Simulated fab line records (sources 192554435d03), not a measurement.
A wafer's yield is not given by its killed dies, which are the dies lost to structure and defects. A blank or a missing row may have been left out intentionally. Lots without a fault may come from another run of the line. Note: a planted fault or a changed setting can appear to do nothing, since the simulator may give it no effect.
Which tool is to blame? | flow n5-finfet | Sampling: 24 lots, 72 wafers, 3 of 1938 route steps

## WHAT THE GAUGES READ, wafer by wafer
N5_BEOL_M6_THK_MEAS_01. Usual: M6_ILD_THK typically reads 156.2 nm, with standard deviation 2.2.
lot  | measured     | on            | M6_ILD_THK (nm)   | flag
L074 | day 9 02:13  | film-metro-01 | 155.8 154.8 157.8 |
L075 | day 9 07:28  | film-metro-02 | 156.5 155.7 157.0 |
L077 | day 11 02:41 | film-metro-01 | 157.1 154.1 159.9 |
L078 | day 11 07:07 | film-metro-01 | 153.1 154.4 156.2 |
L076 | day 11 13:38 | film-metro-01 | 151.6 154.6 156.0 |
L083 | day 11 14:52 | film-metro-01 | 154.5 155.8 157.5 |
L081 | day 11 23:18 | film-metro-01 | 157.2 153.3 159.1 |
L080 | day 12 00:14 | film-metro-01 | 151.9 155.6 155.0 |
L079 | day 12 05:41 | film-metro-02 | 151.4 152.9 155.1 |
L082 | day 12 10:43 | film-metro-01 | 156.6 152.9 155.4 |
L084 | day 12 22:47 | film-metro-01 | 156.9 158.8 161.2 |
L085 | day 13 02:25 | film-metro-01 | 158.5 158.6 157.6 |
L086 | day 13 04:35 | film-metro-02 | 156.5 157.8 156.0 |
L087 | day 13 08:09 | film-metro-02 | 158.3 158.1 161.2 |
L088 | day 13 08:59 | film-metro-01 | 152.0 152.5 155.8 |
L091 | day 13 23:16 | film-metro-02 | 152.9 152.4 156.0 |
L089 | day 14 08:27 | film-metro-01 | 156.2 158.1 158.7 |
L093 | day 14 20:15 | film-metro-01 | 154.0 155.4 159.2 |
L090 | day 15 01:23 | film-metro-01 | 156.0 155.2 159.9 |
L092 | day 15 01:52 | film-metro-01 | 154.3 156.9 159.7 |
L094 | day 15 02:59 | film-metro-01 | 155.9 159.2 156.9 |
L095 | day 15 10:56 | film-metro-02 | 156.0 157.9 156.8 |
L096 | day 16 02:11 | film-metro-01 | 151.1 155.9 157.6 |
L097 | day 16 04:13 | film-metro-01 | 158.1 156.3 158.2 |

## TOOL THAT RAN EACH LOT (tool first, then ch and the chambers of the sampled wafers, then the start)
lot  | N5_BEOL_M5_ANNEAL_51             | N5_BEOL_M5_DEP_56
L074 | rtp-anneal-01 ch 0, day 9 00:43  | pecvd-04 ch 0,1,2, day 9 01:31
L075 | rtp-anneal-01 ch 0, day 9 06:03  | pecvd-03 ch 0,1, day 9 06:45
L077 | rtp-anneal-01 ch 0, day 11 01:11 | pecvd-03 ch 0,2, day 11 01:59
L078 | rtp-anneal-01 ch 0, day 11 05:40 | pecvd-03 ch 0,2, day 11 06:24
L076 | rtp-anneal-02 ch 0, day 11 11:39 | pecvd-03 ch 0,2, day 11 12:26
L083 | rtp-anneal-02 ch 0, day 11 13:22 | pecvd-03 ch 1,2, day 11 14:10
L081 | rtp-anneal-01 ch 0, day 11 21:20 | pecvd-02 ch 0,1,2, day 11 22:07
L080 | rtp-anneal-02 ch 0, day 11 22:42 | pecvd-04 ch 0,1, day 11 23:30
L079 | rtp-anneal-01 ch 0, day 12 04:10 | pecvd-03 ch 0,1,2, day 12 04:57
L082 | rtp-anneal-01 ch 0, day 12 09:11 | pecvd-03 ch 1,2, day 12 09:59
L084 | rtp-anneal-01 ch 0, day 12 21:19 | pecvd-04 ch 1, day 12 22:04
L085 | rtp-anneal-01 ch 0, day 13 00:54 | pecvd-03 ch 0,2, day 13 01:41
L086 | rtp-anneal-01 ch 0, day 13 03:04 | pecvd-04 ch 0,2, day 13 03:52
L087 | rtp-anneal-01 ch 0, day 13 06:47 | pecvd-04 ch 0,1,2, day 13 07:28
L088 | rtp-anneal-02 ch 0, day 13 07:30 | pecvd-02 ch 0,1, day 13 08:17
L091 | rtp-anneal-02 ch 0, day 13 21:40 | pecvd-02 ch 1,2, day 13 22:32
L089 | rtp-anneal-02 ch 0, day 14 06:38 | pecvd-02 ch 0,1, day 14 07:38
L093 | rtp-anneal-01 ch 0, day 14 18:31 | pecvd-04 ch 0,2, day 14 19:22
L090 | rtp-anneal-01 ch 0, day 14 23:28 | pecvd-02 ch 1,2, day 15 00:15
L092 | rtp-anneal-01 ch 0, day 14 23:49 | pecvd-02 ch 0,1,2, day 15 00:34
L094 | rtp-anneal-01 ch 0, day 15 01:30 | pecvd-03 ch 0,1, day 15 02:17
L095 | rtp-anneal-02 ch 0, day 15 09:23 | pecvd-02 ch 0,2, day 15 10:13
L096 | rtp-anneal-01 ch 0, day 16 00:44 | pecvd-02 ch 0,1, day 16 01:25
L097 | rtp-anneal-01 ch 0, day 16 02:44 | pecvd-02 ch 0,1,2, day 16 03:31
- N5_BEOL_M5_ANNEAL_51: time 90 s.
- N5_BEOL_M5_DEP_56: deposits SiCN from 3MS/NH3, target thk 8 nm, time 14 s.

## WHAT THE TOOLS THEMSELVES READ (means of the sampled wafers that have a number; where no wafer has one, the mark that the record gives instead)
N5_BEOL_M5_ANNEAL_51. Usual: wafer_temp_C_max at 226.3, with a standard deviation of 0.34.
lot  | tool          | wafer_temp_C_max | flag
L074 | rtp-anneal-01 | 226.1            |
L075 | rtp-anneal-01 | 225.9            |
L077 | rtp-anneal-01 | 226.4            |
L078 | rtp-anneal-01 | 226.8            |
L076 | rtp-anneal-02 | 226.4            |
L083 | rtp-anneal-02 | 226.2            |
L081 | rtp-anneal-01 | 225.8            |
L080 | rtp-anneal-02 | 226.5            |
L079 | rtp-anneal-01 | 225.9            |
L082 | rtp-anneal-01 | 226.3            |
L084 | rtp-anneal-01 | 226.2            |
L085 | rtp-anneal-01 | 226.2            |
L086 | rtp-anneal-01 | 226.3            |
L087 | rtp-anneal-01 | 226.5            |
L088 | rtp-anneal-02 | 226.6            |
L091 | rtp-anneal-02 | 226.3            |
L089 | rtp-anneal-02 | 226.9            |
L093 | rtp-anneal-01 | 226.3            |
L090 | rtp-anneal-01 | 226.6            |
L092 | rtp-anneal-01 | 226.0            |
L094 | rtp-anneal-01 | 226.0            |
L095 | rtp-anneal-02 | 226.2            |
L096 | rtp-anneal-01 | 226.1            |
L097 | rtp-anneal-01 | 226.4            |

N5_BEOL_M5_DEP_56. Usual: showerhead-plenum-p-Torr 3.670 Torr, standard deviation 0.013; throttle-valve-pct 9.1 %, standard deviation 0.42.
lot  | tool     | showerhead-plenum-p-Torr (Torr) | throttle-valve-pct (%) | flag
L074 | pecvd-04 | 3.659                           | 9.2                    |
L075 | pecvd-03 | 3.677                           | 9.3                    |
L077 | pecvd-03 | 3.675                           | 9.0                    |
L078 | pecvd-03 | 3.683                           | 9.1                    |
L076 | pecvd-03 | 3.676                           | 9.1                    |
L083 | pecvd-03 | 3.666                           | 9.2                    |
L081 | pecvd-02 | 3.676                           | 9.0                    |
L080 | pecvd-04 | 3.665                           | 9.6                    |
L079 | pecvd-03 | 3.683                           | 9.0                    |
L082 | pecvd-03 | 3.673                           | 8.9                    |
L084 | pecvd-04 | 3.680                           | 9.8                    |
L085 | pecvd-03 | 3.677                           | 8.9                    |
L086 | pecvd-04 | 3.647                           | 8.6                    |
L087 | pecvd-04 | 3.650                           | 8.9                    |
L088 | pecvd-02 | 3.674                           | 9.3                    |
L091 | pecvd-02 | 3.668                           | 9.1                    |
L089 | pecvd-02 | 3.673                           | 9.3                    |
L093 | pecvd-04 | 3.645                           | 8.7                    |
L090 | pecvd-02 | 3.668                           | 9.4                    |
L092 | pecvd-02 | 3.680                           | 9.3                    |
L094 | pecvd-03 | 3.681                           | 9.2                    |
L095 | pecvd-02 | 3.675                           | 9.1                    |
L096 | pecvd-02 | 3.674                           | 9.3                    |
L097 | pecvd-02 | 3.668                           | 9.3                    |

## THE ANSWER, worked out from the rows above alone
Rule: a lot is off if the mean of its wafers that have a number lies more than 3 standard deviations from the usual mean. Also off: a lot with no number at a reading for which 4 or more lots have one. Any other lot the step has rows for is counted as sound. First the gauges in route order, then the tools' own readings, where a lot's mean is used as printed above. At the first step where some lot is off, the reading lying furthest off is the one used; lots without a number count as furthest.
None of the lots is off at any reading shown; this tells nothing.

## WHAT THE SIMULATOR HAD INSERTED
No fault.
